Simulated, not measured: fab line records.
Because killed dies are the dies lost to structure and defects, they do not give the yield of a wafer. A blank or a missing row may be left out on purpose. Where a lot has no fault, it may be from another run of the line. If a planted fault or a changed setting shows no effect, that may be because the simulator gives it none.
Split-lot trial	flow n5_finfet	39 wafers read across 7 lots, on a route 1938 steps long

== THE SPLIT ==
At N5_FIN_SAQP_HM_DEP_72 (deposits SiO2 from SiH4/N2O, target thk 12 nm, time 7.2 s), the setting target_thk_a was moved away from the recipe's 120 angstrom on 9 of the 39 wafers read, by -55.7% to +56.7%. For the rest of the wafers, this setting stayed at what the recipe calls for.

== FROM THE SPLIT TO THE READING: what the file shows between them, 4 steps ==
- N5_FIN_SAQP_COAT_49: time 60 s, resist thk 100 nm
- N5_FIN_SAQP_COAT_50: time 60 s, resist thk 35 nm
- N5_FIN_SAQP_ETCH_52: etches SOC in N2/H2, target depth 100 nm, overetch 20 nm, time 150 s
- N5_FIN_SAQP_STRIP_53: strips in N2/H2

== THE READING ==
etch.depth_nm (the simulator's own value, which no gauge read), in nm, at N5_FIN_SAQP_HM_OPEN_73 (chemistry CHF3/O2, target SiO2, stops on a-Si, target depth 12 nm, time 16.8 s). No usual value for it is given in the file. The 30 wafers here that ran the recipe average 11.911 nm, standard deviation 0.18 nm.

wafer	tool, chamber at the split	target_thk_a as run, angstrom	against the recipe	etch.depth_nm, nm	against lot-mates on the recipe
L076.1	pecvd-04, 2	53.17	-55.7%	5.124	-6.853
L076.2	pecvd-04, 0	120	recipe	11.85	-
L076.3	pecvd-04, 1	53.17	-55.7%	5.001	-6.976
L076.4	pecvd-04, 2	120	recipe	12.22	-
L076.5	pecvd-04, 1	120	recipe	11.86	-
L076.6	pecvd-04, 0	53.17	-55.7%	5.315	-6.662
L078.1	pecvd-04, 1	120	recipe	11.81	-
L078.2	pecvd-04, 0	120	recipe	11.71	-
L078.3	pecvd-04, 2	188.1	+56.7%	18.57	+6.773
L078.4	pecvd-04, 0	188.1	+56.7%	18.81	+7.013
L078.5	pecvd-04, 2	188.1	+56.7%	18.79	+6.993
L078.6	pecvd-04, 1	120	recipe	11.87	-
L080.1	pecvd-03, 2	120	recipe	11.8	-
L080.2	pecvd-03, 0	120	recipe	11.91	-
L080.3	pecvd-03, 1	155.6	+29.7%	15.2	+3.303
L080.4	pecvd-03, 2	120	recipe	11.98	-
L080.5	pecvd-03, 1	155.6	+29.7%	15.52	+3.623
L080.6	pecvd-03, 0	155.6	+29.7%	15.54	+3.643
L089.1	pecvd-03, 1	120	recipe	11.53	-
L089.2	pecvd-03, 2	120	recipe	11.95	-
L089.3	pecvd-03, 0	120	recipe	11.82	-
L089.4	pecvd-03, 1	120	recipe	12.11	-
L089.5	pecvd-03, 0	120	recipe	12.1	-
L089.6	pecvd-03, 2	120	recipe	12.24	-
L091.3	pecvd-02, 2	120	recipe	11.79	-
L091.4	pecvd-02, 2	120	recipe	12.26	-
L091.5	pecvd-02, 1	120	recipe	12	-
L093.1	pecvd-02, 2	120	recipe	11.72	-
L093.2	pecvd-02, 1	120	recipe	11.78	-
L093.3	pecvd-02, 0	120	recipe	11.63	-
L093.4	pecvd-02, 1	120	recipe	11.94	-
L093.5	pecvd-02, 0	120	recipe	11.95	-
L093.6	pecvd-02, 2	120	recipe	12.2	-
L095.1	pecvd-03, 0	120	recipe	11.75	-
L095.2	pecvd-03, 2	120	recipe	11.87	-
L095.3	pecvd-03, 1	120	recipe	11.7	-
L095.4	pecvd-03, 2	120	recipe	11.86	-
L095.5	pecvd-03, 1	120	recipe	12.03	-
L095.6	pecvd-03, 0	120	recipe	12.09	-

FIT RESULTS
A straight line over all 39 wafers: etch.depth_nm changes by +0.12 nm for each +1% of target_thk_a; r = +1.00; the points scatter about the line by 0.18 nm.
The same after taking each lot's own level away (the mean of its wafers on the recipe; 39 wafers): +0.122 nm for each +1%; r = +1.00; scatter 0.17 nm.
The reading moves by 6.9 nm for the largest change in target_thk_a, on that fit.
The span of the lots' own levels, 11.7967 to 12.0167 nm, comes to 1.2 times the standard deviation stated above.
So the lot-to-lot level changes the slope little: the two slopes agree.
Check: with one of the wafers moved furthest among these (+56.7%) left out of the fit, the line predicts +6.94 nm for it against its lot-mates. It came out at +6.77 nm against them.

== ADDITIONAL SPLITS CARRIED BY THESE WAFERS ==
Other splits were also applied to these wafers ahead of the reading. Each is held against what the fit with the lots' levels taken away leaves over:
other split on the same wafers	wafers away from the commonest value	r with etch.depth_nm (lot level and that fit taken away)
N5_ZERO_LAYER_DEVELOP_10 develop_time_s	15	-0.11

== THE WHOLE CHAIN: every reading that the file lists as answering this split, in the file's order ==
step	what it does	reading	change (the file's fit)	r (the file's)
N5_FIN_SAQP_HM_DEP_72	deposits SiO2 from SiH4/N2O, target thk 12 nm, time 7.2 s	SiO2_of_FIN_SAQP_HM_DEP_72.thk_nm (the simulator's own value, which no gauge read)	+0.122 nm for each +1% of the setting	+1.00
N5_FIN_SAQP_HM_OPEN_73	chemistry CHF3/O2, target SiO2, stops on a-Si, target depth 12 nm, time 16.8 s	etch.depth_nm (the simulator's own value, which no gauge read)	+0.122 nm for each +1% of the setting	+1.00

== FILE'S OWN FIT ==
etch.depth_nm changes by +0.122 nm for each +1% of target_thk_a, r = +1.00.
